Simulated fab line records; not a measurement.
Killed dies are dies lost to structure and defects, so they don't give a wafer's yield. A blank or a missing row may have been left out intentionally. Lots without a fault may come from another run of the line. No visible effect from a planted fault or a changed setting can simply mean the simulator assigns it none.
What tool caused it? | flow n5_finfet | 27 wafers from 9 lots sampled at 5 of the route's 1938 steps

== WHAT EACH GAUGE READ, for each wafer ==
N5_BEOL_M4_RC_MEAS_101. Usual: DIBL_N 36.4 mV/V, standard deviation 1.5; DIBL_P 35.8 mV/V, standard deviation 1.7; IOFF_N 0.154 nA/um, standard deviation 0.022; IOFF_P 0.21 nA/um, standard deviation 0.031; ION_N 672 uA/um, standard deviation 8.8; ION_P 462 uA/um, standard deviation 7.2; SS_N 71.5 mV/dec, standard deviation 0.53; SS_P 73.2 mV/dec, standard deviation 0.62; VT_N 250.4 mV, standard deviation 2.5; VT_P -250 mV, standard deviation 3.5.
lot  | measured     | on        | DIBL_N (mV/V)  | DIBL_P (mV/V)  | IOFF_N (nA/um)    | IOFF_P (nA/um) | ION_N (uA/um) | ION_P (uA/um) | SS_N (mV/dec)  | SS_P (mV/dec)  | VT_N (mV)         | VT_P (mV)      | flag
L339 | day 8 08:09  | prober-02 | 39.1 37.0 38.7 | 37.5 35.0 37.1 | 0.180 0.145 0.173 | 0.20 0.17 0.19 | 663 666 667   | 450 451 459   | 72.1 71.4 71.7 | 74.1 73.2 73.4 | 247.2 251.9 249.3 | -253 -254 -253 |
L341 | day 8 09:25  | prober-01 | 37.4 35.8 36.6 | 38.2 36.6 37.7 | 0.182 0.152 0.165 | 0.22 0.19 0.20 | 675 682 667   | 460 459 455   | 72.1 71.3 71.5 | 73.6 73.2 73.8 | 249.3 250.6 246.8 | -251 -253 -253 |
L343 | day 10 03:44 | prober-02 | 35.8 37.2 34.5 | 34.9 35.7 32.1 | 0.147 0.163 0.117 | 0.19 0.20 0.15 | 674 664 665   | 461 451 455   | 71.3 71.9 70.4 | 73.1 73.2 72.1 | 252.0 250.3 254.7 | -252 -251 -255 |
L344 | day 10 07:44 | prober-02 | 36.9 33.3      | 35.8 30.2      | 0.173 0.109       | 0.23 0.15      | 685 667       | 470 459       | 71.2 70.4      | 73.4 71.5      | 246.9 251.0       | -246 -253      |
L350 | day 11 06:53 | prober-02 | 39.0 37.7      | 38.7 37.4      | 0.187 0.174       | 0.26 0.23      | 681 677       | 469 469       | 72.3 71.6      | 74.7 74.1      | 247.1 245.2       | -246 -249      |
L354 | day 12 21:00 | prober-02 | 35.7 35.2 36.8 | 34.0 35.1 36.5 | 0.140 0.140 0.166 | 0.22 0.23 0.26 | 665 661 679   | 466 467 473   | 71.0 71.2 71.3 | 72.2 72.9 73.4 | 254.9 252.9 251.1 | -248 -247 -244 |
L356 | day 13 00:23 | prober-01 | 35.8 36.6 36.8 | 34.6 36.0 36.4 | 0.141 0.164 0.162 | 0.18 0.19 0.20 | 670 681 674   | 459 462 466   | 71.2 71.5 72.1 | 71.9 72.6 73.2 | 251.1 250.5 250.2 | -251 -250 -251 |
L358 | day 13 09:31 | prober-02 | 36.4 37.1 34.9 | 36.2 37.2 35.0 | 0.147 0.164 0.129 | 0.24 0.26 0.23 | 668 676 668   | 468 473 471   | 71.5 72.2 71.3 | 73.6 72.9 73.0 | 252.1 247.9 251.7 | -247 -245 -245 |
L357 | day 13 10:49 | prober-02 | 37.2 37.7 37.4 | 35.3 34.9 35.7 | 0.141 0.142 0.142 | 0.22 0.21 0.22 | 680 670 664   | 470 466 467   | 71.4 72.1 72.1 | 73.5 73.7 73.2 | 252.1 253.4 253.2 | -248 -249 -247 |

== TOOL THAT RAN EACH LOT (tool first, then ch and the chambers of the sampled wafers, then the start) ==
lot  | N5_BEOL_M4_ETCHBACK_99             | N5_BEOL_M4_TRENCH_ETCH_37                     | N5_BEOL_M4_PRE_CLEAN_45      | N5_BEOL_M4_ALD_84
L339 | rie_diel-01 ch 0,3, day 8 03:55    | rie_diel-01 ch 0,3, day 8 04:41 or earlier    | pvd_sputter-01, day 8 04:41  | ald_metal-02 ch 0,2,3, day 8 04:45
L341 | rie_diel-06 ch 2,3, day 8 04:36    | rie_diel-06 ch 2,3, day 8 05:14 or earlier    | pvd_sputter-01, day 8 05:14  | ald_metal-04 ch 0,2,3, day 8 05:18
L343 | rie_diel-02 ch 0,1,2, day 9 22:55  | rie_diel-02 ch 0,1,2, day 9 23:58 or earlier  | pvd_sputter-03, day 9 23:58  | ald_metal-04 ch 0,1,3, day 10 00:04
L344 | rie_diel-02 ch 0,1,3, day 10 02:46 | rie_diel-02 ch 0,1,3, day 10 03:24 or earlier | pvd_sputter-03, day 10 03:24 | ald_metal-04 ch 0,1,3, day 10 03:28
L350 | rie_diel-06 ch 0,3, day 11 01:53   | rie_diel-06 ch 0,3, day 11 02:52 or earlier   | pvd_sputter-02, day 11 02:52 | ald_metal-04 ch 0,1,2, day 11 02:56
L354 | rie_diel-06 ch 0,2,3, day 12 15:13 | rie_diel-06 ch 0,2,3, day 12 16:08 or earlier | pvd_sputter-01, day 12 16:08 | ald_metal-02 ch 0,1,3, day 12 16:11
L356 | rie_diel-01 ch 1,2,3, day 12 19:29 | rie_diel-01 ch 1,2,3, day 12 20:25 or earlier | pvd_sputter-02, day 12 20:25 | ald_metal-01 ch 2,3, day 12 20:35
L358 | rie_diel-01 ch 0,1,3, day 13 04:45 | rie_diel-01 ch 0,1,3, day 13 05:58 or earlier | pvd_sputter-02, day 13 05:58 | ald_metal-04 ch 0,3, day 13 06:02
L357 | rie_diel-01 ch 0,3, day 13 05:28   | rie_diel-01 ch 0,3, day 13 06:33 or earlier   | pvd_sputter-02, day 13 06:33 | ald_metal-01 ch 1,3, day 13 06:37
- N5_BEOL_M4_ETCHBACK_99: etches SiO2 in CHF3, target depth 5 nm, time 10.4 s.
- N5_BEOL_M4_TRENCH_ETCH_37: etches SiOC in C4F6/O2, target depth 55.555 nm, time 29.2 s.
- N5_BEOL_M4_PRE_CLEAN_45: time 30 s.
- N5_BEOL_M4_ALD_84: deposits TaN, pulse time 2 s, purge time 3 s, co reactant purge time 2 s.

== WHAT THE TOOLS THEMSELVES READ (means of the sampled wafers that have a number; where no wafer has one, the mark that the record gives instead) ==
N5_BEOL_M4_ETCHBACK_99. Usual: CHF3_flow_sccm 12.00 sccm, standard deviation 0.036; drypump_motor_current_A 5.5 A, standard deviation 0.44; oes_ar_750_au 0.80 a.u., standard deviation 0.088; oes_product_au 0.80 a.u., standard deviation 0.093; rf_vpp_V 240.7 V, standard deviation 2; showerhead_plenum_p_Torr 2.15 Torr, standard deviation 0.11; throttle_valve_pct 17.12 %, standard deviation 0.21.
lot  | tool        | CHF3_flow_sccm (sccm) | drypump_motor_current_A (A) | oes_ar_750_au (a.u.) | oes_product_au (a.u.) | rf_vpp_V (V) | showerhead_plenum_p_Torr (Torr) | throttle_valve_pct (%) | flag
L339 | rie_diel-01 | 11.98                 | 5.4                         | 0.86                 | 0.86                  | 240.2        | 2.15                            | 17.02                  |
L341 | rie_diel-06 | 12.00                 | 6.0                         | 0.76                 | 0.76                  | 241.0        | 2.13                            | 17.17                  |
L343 | rie_diel-02 | 11.99                 | 5.6                         | 0.75                 | 0.75                  | 243.1        | 2.21                            | 17.32                  |
L344 | rie_diel-02 | 12.03                 | 5.7                         | 0.77                 | 0.77                  | 241.7        | 2.21                            | 17.19                  |
L350 | rie_diel-06 | 12.00                 | 6.1                         | 0.84                 | 0.85                  | 242.4        | 2.16                            | 16.96                  |
L354 | rie_diel-06 | 12.02                 | 5.9                         | 0.77                 | 0.77                  | 241.9        | 2.16                            | 17.13                  |
L356 | rie_diel-01 | 11.97                 | 5.3                         | 0.76                 | 0.76                  | 239.0        | 2.07                            | 17.24                  |
L358 | rie_diel-01 | 12.00                 | 5.3                         | 0.84                 | 0.85                  | 240.1        | 2.18                            | 17.03                  |
L357 | rie_diel-01 | 11.99                 | 5.4                         | 0.88                 | 0.88                  | 241.2        | 2.22                            | 16.95                  |

N5_BEOL_M4_TRENCH_ETCH_37. Usual: drypump_motor_current_A 5.5 A, standard deviation 0.44; oes_ar_750_au 0.80 a.u., standard deviation 0.088; oes_product_au 0.80 a.u., standard deviation 0.092; rf_vpp_V 665 V, standard deviation 5.2; showerhead_plenum_p_Torr 2.85 Torr, standard deviation 0.13; throttle_valve_pct 20.92 %, standard deviation 0.21.
lot  | tool        | drypump_motor_current_A (A) | oes_ar_750_au (a.u.) | oes_product_au (a.u.) | rf_vpp_V (V) | showerhead_plenum_p_Torr (Torr) | throttle_valve_pct (%) | flag
L339 | rie_diel-01 | 5.4                         | 0.86                 | 0.85                  | 665          | 2.84                            | 20.82                  |
L341 | rie_diel-06 | 6.0                         | 0.77                 | 0.76                  | 667          | 2.82                            | 20.96                  |
L343 | rie_diel-02 | 5.6                         | 0.75                 | 0.75                  | 669          | 2.92                            | 21.11                  |
L344 | rie_diel-02 | 5.7                         | 0.77                 | 0.77                  | 666          | 2.92                            | 20.97                  |
L350 | rie_diel-06 | 6.1                         | 0.84                 | 0.84                  | 671          | 2.85                            | 20.77                  |
L354 | rie_diel-06 | 5.9                         | 0.77                 | 0.77                  | 667          | 2.86                            | 20.93                  |
L356 | rie_diel-01 | 5.3                         | 0.77                 | 0.77                  | 661          | 2.75                            | 21.04                  |
L358 | rie_diel-01 | 5.3                         | 0.85                 | 0.84                  | 665          | 2.88                            | 20.84                  |
L357 | rie_diel-01 | 5.4                         | 0.87                 | 0.88                  | 666          | 2.94                            | 20.77                  |

N5_BEOL_M4_PRE_CLEAN_45. Usual: heater_power_w 339 W, standard deviation 32.
lot  | tool           | heater_power_w (W) | flag
L339 | pvd_sputter-01 | 324                |
L341 | pvd_sputter-01 | 323                |
L343 | pvd_sputter-03 | 317                |
L344 | pvd_sputter-03 | 336                |
L350 | pvd_sputter-02 | 345                |
L354 | pvd_sputter-01 | 331                |
L356 | pvd_sputter-02 | 376                |
L358 | pvd_sputter-02 | 341                |
L357 | pvd_sputter-02 | 368                |

N5_BEOL_M4_ALD_84. Usual: heater_power_w 434 W, standard deviation 33.
lot  | tool         | heater_power_w (W) | flag
L339 | ald_metal-02 | 411                |
L341 | ald_metal-04 | 437                |
L343 | ald_metal-04 | 467                |
L344 | ald_metal-04 | 472                |
L350 | ald_metal-04 | 466                |
L354 | ald_metal-02 | 424                |
L356 | ald_metal-01 | 445                |
L358 | ald_metal-04 | 444                |
L357 | ald_metal-01 | 434                |

== THE ANSWER, worked out from the rows above alone ==
Rule: lot off if the mean of its wafers having a number is beyond 3 standard deviations from the usual mean. Also off: a lot with no number at a reading for which 4 or more lots have one. Where the step has rows for the other lots, those lots are counted as sound. The gauges are gone through in route order, then the tools' own readings, and for those a lot's mean is taken as printed above. At the first step where some lot is off, the reading lying furthest off is the one used; lots without a number count as furthest.
Nothing can be told from this: no lot is off at any reading shown.

== WHAT HAD BEEN PUT IN BY THE SIMULATOR ==
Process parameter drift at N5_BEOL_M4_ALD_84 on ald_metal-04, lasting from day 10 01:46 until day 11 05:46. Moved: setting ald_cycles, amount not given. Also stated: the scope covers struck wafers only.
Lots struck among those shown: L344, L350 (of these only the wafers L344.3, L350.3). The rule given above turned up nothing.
